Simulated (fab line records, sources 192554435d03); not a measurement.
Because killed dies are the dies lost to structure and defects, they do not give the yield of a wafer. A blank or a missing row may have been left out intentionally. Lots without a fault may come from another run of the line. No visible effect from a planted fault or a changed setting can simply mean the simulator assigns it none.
Chamber matching ; flow n5Finfet ; 4 sister chambers for N5_BEOL_M2_STRIP_66 on rieDiel-04
The step strips in CF4. 14 wafers are shown with their chamber, then 7 later ones without.

== EACH WAFER AND ITS CHAMBER ==
wafer;chamber;drypumpMotorCurrentA (A);showerheadPlenumPTorr (Torr);throttleValvePct (%)
L074.1;1;6.5;1.74;13.4
L074.2;3;5.2;1.77;14.0
L074.3;2;5.4;1.86;13.9
L078.2;0;5.9;1.82;13.0
L078.4;3;5.2;1.77;14.0
L078.6;3;5.2;1.77;14.0
L086.2;3;5.2;1.77;14.1
L086.3;1;6.6;1.74;13.5
L086.4;2;5.4;1.86;14.0
L088.2;3;5.2;1.77;14.1
L088.4;1;6.6;1.73;13.5
L088.6;0;5.8;1.82;13.0
L092.1;0;5.9;1.81;13.0
L092.2;1;6.5;1.73;13.5

SIGNATURES (averages over the wafers above)
reading;chamber 0;chamber 1;chamber 2;chamber 3;scatter within a chamber
drypumpMotorCurrentA;5.867;6.550;5.400;5.200;0.0408
showerheadPlenumPTorr;1.8167;1.7350;1.8600;1.7700;0.00408
throttleValvePct;13.000;13.475;13.950;14.040;0.0495
Rule: distance of a wafer from a chamber = root of the sum over the readings of ((wafer's reading minus chamber's mean) / reading's scatter) squared. The wafer belongs to the nearest chamber; if the next one is less than 2 further off, it can't be placed. How the scatter is found: for the shown wafers, subtract from each reading the mean of its chamber, square and add these, divide the total by (wafers less chambers), then take the root.

== WAFERS MISSING THEIR CHAMBER ==
wafer;drypumpMotorCurrentA (A);showerheadPlenumPTorr (Torr);throttleValvePct (%)
L092.4;6.5;1.73;13.5
L093.1;5.2;1.76;13.6
L093.3;6.6;1.73;13.5
L093.4;5.4;1.85;13.5
L097.3;6.6;1.73;13.5
L097.4;5.9;1.81;13.1
L097.6;5.2;1.76;13.6

== WHICH CHAMBER EACH ONE RAN IN ==
wafer;from the rows above;in truth
L092.4;1;1
L093.1;3;3
L093.3;1;1
L093.4;2;2
L097.3;1;1
L097.4;0;0
L097.6;3;3
Placed correctly: 7 of 7. Can't be placed from these rows: 0. 0 placed wrongly.
